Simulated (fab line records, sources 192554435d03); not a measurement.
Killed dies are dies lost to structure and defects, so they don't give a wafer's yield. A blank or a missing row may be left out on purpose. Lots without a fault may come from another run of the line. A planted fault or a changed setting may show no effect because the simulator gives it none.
Split-lot experiment | flow n5_finfet | 7 lots, 39 wafers read, on a route of 1938 steps

THE SPLIT
At N5_BEOL_M7_TRENCH_ETCH_37 (etches SiCOH lowk in C4F6/O2, target depth 93.478 nm, time 31.2 s), the setting time_s was moved away from the recipe's 31.2 s on 9 of the 39 wafers read, by -57.4% to -40.4%. The other wafers ran this setting at the recipe's value.

FROM THE SPLIT TO THE READING: what the file shows between them, 11 steps
- N5_BEOL_M7_ETCH_41: etches SiCN in CH3F/O2, target depth 31.9 nm, time 57.8 s
- N5_BEOL_M7_STRIP_80: strips in N2/H2, time 10 s
- N5_BEOL_M7_OCD_MEAS_38
- N5_BEOL_M7_HM_STRIP_39: strips TiN in peroxide tin strip, target depth 25 nm, time 158 s
- N5_BEOL_M7_SRD_40: time 30 s
- N5_BEOL_M7_ECD_50: material Cu, target thk 300 nm
- N5_BEOL_M7_ANNEAL_51: time 90 s
- N5_BEOL_M7_CMP_52: polishes, stops on SiCOH lowk, t overpolish 6.9 s, target thk 80 nm
- N5_BEOL_M7_THK_MEAS_53: measures by xrf
- N5_BEOL_M7_PRE_CLEAN_55: time 15 s
- N5_BEOL_M7_DEP_56: deposits SiCN from 3MS/NH3, target thk 10 nm, time 17.5 s

THE READING
M7_RS, in ohm/sq, at N5_BEOL_M7_RS_MEAS_57 (measures by four-point-probe). Fault-free wafers of this fab line usually give 0.283 ohm/sq, standard deviation 0.0092 ohm/sq.

wafer  | tool, chamber at the split | time_s as run, s | against the recipe | M7_RS, ohm/sq | against lot-mates on the recipe
L074.1 | rie_diel-06, 1             | 31.2             | recipe             | 0.303         | -
L074.2 | rie_diel-06, 3             | 14.22            | -54.4%             | 0.995         | +0.690
L074.3 | rie_diel-06, 2             | 31.2             | recipe             | 0.312         | -
L074.4 | rie_diel-06, 0             | 31.2             | recipe             | 0.301         | -
L074.5 | rie_diel-06, 1             | 14.22            | -54.4%             | 1.102         | +0.797
L074.6 | rie_diel-06, 0             | 14.22            | -54.4%             | 1.084         | +0.779
L087.1 | rie_diel-03, 1             | 31.2             | recipe             | 0.278         | -
L087.2 | rie_diel-03, 3             | 31.2             | recipe             | 0.287         | -
L087.3 | rie_diel-03, 0             | 31.2             | recipe             | 0.281         | -
L087.4 | rie_diel-03, 2             | 31.2             | recipe             | 0.288         | -
L087.5 | rie_diel-03, 2             | 31.2             | recipe             | 0.284         | -
L087.6 | rie_diel-03, 3             | 31.2             | recipe             | 0.283         | -
L088.1 | rie_diel-03, 1             | 31.2             | recipe             | 0.275         | -
L088.5 | rie_diel-03, 1             | 31.2             | recipe             | 0.283         | -
L088.6 | rie_diel-03, 2             | 31.2             | recipe             | 0.282         | -
L089.1 | rie_diel-06, 2             | 31.2             | recipe             | 0.296         | -
L089.2 | rie_diel-06, 3             | 31.2             | recipe             | 0.283         | -
L089.3 | rie_diel-06, 1             | 31.2             | recipe             | 0.301         | -
L089.4 | rie_diel-06, 2             | 31.2             | recipe             | 0.292         | -
L089.5 | rie_diel-06, 1             | 31.2             | recipe             | 0.303         | -
L089.6 | rie_diel-06, 3             | 31.2             | recipe             | 0.288         | -
L090.1 | rie_diel-05, 3             | 31.2             | recipe             | 0.293         | -
L090.2 | rie_diel-05, 2             | 18.61            | -40.4%             | 0.580         | +0.293
L090.3 | rie_diel-05, 0             | 18.61            | -40.4%             | 0.586         | +0.299
L090.4 | rie_diel-05, 1             | 31.2             | recipe             | 0.286         | -
L090.5 | rie_diel-05, 1             | 31.2             | recipe             | 0.281         | -
L090.6 | rie_diel-05, 0             | 18.61            | -40.4%             | 0.618         | +0.331
L095.1 | rie_diel-06, 3             | 31.2             | recipe             | 0.281         | -
L095.2 | rie_diel-06, 0             | 31.2             | recipe             | 0.296         | -
L095.3 | rie_diel-06, 1             | 31.2             | recipe             | 0.297         | -
L095.4 | rie_diel-06, 0             | 31.2             | recipe             | 0.289         | -
L095.5 | rie_diel-06, 1             | 31.2             | recipe             | 0.298         | -
L095.6 | rie_diel-06, 3             | 31.2             | recipe             | 0.282         | -
L097.1 | rie_diel-05, 0             | 13.28            | -57.4%             | 1.000         | +0.719
L097.2 | rie_diel-05, 1             | 31.2             | recipe             | 0.278         | -
L097.3 | rie_diel-05, 3             | 31.2             | recipe             | 0.293         | -
L097.4 | rie_diel-05, 2             | 31.2             | recipe             | 0.272         | -
L097.5 | rie_diel-05, 0             | 13.28            | -57.4%             | 1.090         | +0.809
L097.6 | rie_diel-05, 1             | 13.28            | -57.4%             | 1.057         | +0.776

THE FIT
A straight line over all 39 wafers: M7_RS changes by -0.0125 ohm/sq for each +1% of time_s; r = -0.97; the points scatter about the line by 0.066 ohm/sq.
The same after taking each lot's own level away (the mean of its wafers on the recipe; 39 wafers): -0.0125 ohm/sq for each +1%; r = -0.97; scatter 0.064 ohm/sq.
On that fit, the largest move of time_s shifts the reading by 0.72 ohm/sq.
The lots' own levels span 0.2800 to 0.3053 ohm/sq, that is 2.8 times the standard deviation above.
So the lot-to-lot level changes the slope little: the two slopes agree.
Check: with one of the wafers moved furthest among these (-57.4%) left out of the fit, the line predicts +0.71 ohm/sq for it against its lot-mates. It came out at +0.719 ohm/sq against them.

THE WHOLE CHAIN: every reading that the file lists as answering this split, in the file's order
step                      | what it does                                                        | reading                                                                          | change (the file's fit)                | r (the file's)
N5_BEOL_M7_TRENCH_ETCH_37 | etches SiCOH lowk in C4F6/O2, target depth 93.478 nm, time 31.2 s   | BEOL_M7.feature_depth_nm (the simulator's own value, which no gauge read)        | +0.916 nm for each +1% of the setting  | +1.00
N5_BEOL_M7_TRENCH_ETCH_37 | etches SiCOH lowk in C4F6/O2, target depth 93.478 nm, time 31.2 s   | etch.depth_nm (the simulator's own value, which no gauge read)                   | +0.915 nm for each +1% of the setting  | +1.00
N5_BEOL_M7_TRENCH_ETCH_37 | etches SiCOH lowk in C4F6/O2, target depth 93.478 nm, time 31.2 s   | TiN_of_BEOL_M7_HM_DEP_02.thk_nm (the simulator's own value, which no gauge read) | -0.0271 nm for each +1% of the setting | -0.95
N5_BEOL_M7_OCD_MEAS_38    |                                                                     | trench_depth_nm                                                                  | +0.914 nm for each +1% of the setting  | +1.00
N5_BEOL_M7_CMP_52         | polishes, stops on SiCOH lowk, t overpolish 6.9 s, target thk 80 nm | Cu_of_BEOL_M7_ECD_50.thk_nm (the simulator's own value, which no gauge read)     | +0.893 nm for each +1% of the setting  | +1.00
N5_BEOL_M7_THK_MEAS_53    | measures by xrf                                                     | M7_THK                                                                           | +0.899 for each +1% of the setting     | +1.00
N5_BEOL_M7_RS_MEAS_57     | measures by four-point-probe                                        | M7_RS                                                                            | -0.0124 for each +1% of the setting    | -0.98

THE FILE'S OWN FIT
M7_RS changes by -0.0124 ohm/sq for each +1% of time_s, r = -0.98.
